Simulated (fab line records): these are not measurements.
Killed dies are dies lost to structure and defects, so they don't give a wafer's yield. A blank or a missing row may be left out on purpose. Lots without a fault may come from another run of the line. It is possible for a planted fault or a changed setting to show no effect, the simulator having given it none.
A struck lot beside a sound one ; flow nand_harc ; 14 out of 1159 route steps
Sound: the wafers L480.1, L480.2, L480.3. Struck: wafers L486.1, L486.4 (left out: L486.5, a lot-mate that was not struck); the cause follows at the end.
Per side, at each step with rows, come the tool, then ch with its chambers, and then its first start. Under that, the readings that differ: sound wafers ; struck wafers ; difference of the means ; sigmas: that difference in standard deviations of wafers without a fault.
alike: same words and numbers on both sides, and readings whose means sit less than 2 such deviations apart. not compared: any withheld reading, any reading some wafer has no value for, any bound like >300 that may hide the same value, and any number with overlapping values for which the record gives no deviation.
The two part at a step that has a row with sigmas, a row that says differs or no value, or rows on one side only. Numbers that don't overlap but have no deviation are shown without sigmas and don't part them. A reading that every wafer of one side lacks parts them only if that side has two wafers or more.

first, 8 steps without rows for these wafers: NHARC_THIN_TSV_DEHYDRATE_25 (time 120 s); NHARC_THIN_TSV_HMDS_26 (time 30 s); NHARC_THIN_TSV_COAT_27; NHARC_THIN_TSV_SOFTBAKE_28 (time 95 s); NHARC_THIN_TSV_EBR_29; NHARC_THIN_TSV_EXPOSE_30 (exposes mask PAD); NHARC_THIN_TSV_PEB_31 (peb time 85 s); NHARC_THIN_TSV_DEVELOP_32 (time 70 s).
NHARC_THIN_TSV_CD_MEAS_33: target cd 5000 nm.
  sound on cd_sem-03 ch 0, day 21 16:25; struck on cd_sem-02 ch 0, day 24 05:26
  alike: cd_nm
then, 1 step without rows for these wafers: NHARC_THIN_TSV_HARDBAKE_34 (time 80 s).
NHARC_THIN_TSV_DESCUM_35: chemistry O2, time 3 s.
  sound on rie_diel-11 ch 0,1,3, day 21 16:35; struck on rie_diel-07 ch 1,3, day 24 05:37
reading;sound;struck;difference;sigmas
rf_hours_counter_h (h);13 14 15;12 11;-2;
  alike: drypump_motor_current_A, oes_product_au, rf_vpp_V, showerhead_plenum_p_Torr, throttle_valve_pct
NHARC_THIN_TSV_ETCH_59: etches the open film in Cl2/BCl3, target depth 880 nm, time 138.1 s.
  sound on rie_metal-03 ch 0,1, day 21 16:42; struck on rie_metal-03 ch 0, day 24 05:44
  alike: drypump_motor_current_A, mfc_cl2_sccm, oes_product_au, throttle_valve_pct
  not compared: rf_hours_counter_h
NHARC_THIN_TSV_ETCH_36: etches the open film in Cl2/BCl3, target depth 65 nm, time 18.571 s.
  sound on rie_metal-03 ch 0,1, day 21 16:58; struck on rie_metal-03 ch 0,1, day 24 05:59
reading;sound;struck;difference;sigmas
oes_product_au (a.u.);0.995 1.006 1.013;0.867 0.855;-0.144;-20
  alike: drypump_motor_current_A
  not compared: rf_hours_counter_h
NHARC_THIN_TSV_STRIP_56: strips in O2.
  sound on plasma_asher-01 ch 0,1, day 21 17:04; struck on plasma_asher-02 ch 0, day 24 06:05
  alike: drypump_motor_current_A, heater_power_w
  not compared: rf_hours_counter_h

WHERE THEY PART
At NHARC_THIN_TSV_ETCH_36 and nowhere else, as far as this record goes. Later steps at which nothing parts them and some readings are alike: NHARC_THIN_TSV_STRIP_56.

WHY: what had been put in by the simulator
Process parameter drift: rie_metal-03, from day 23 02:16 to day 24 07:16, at NHARC_THIN_TSV_ETCH_36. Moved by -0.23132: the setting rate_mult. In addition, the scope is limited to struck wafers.
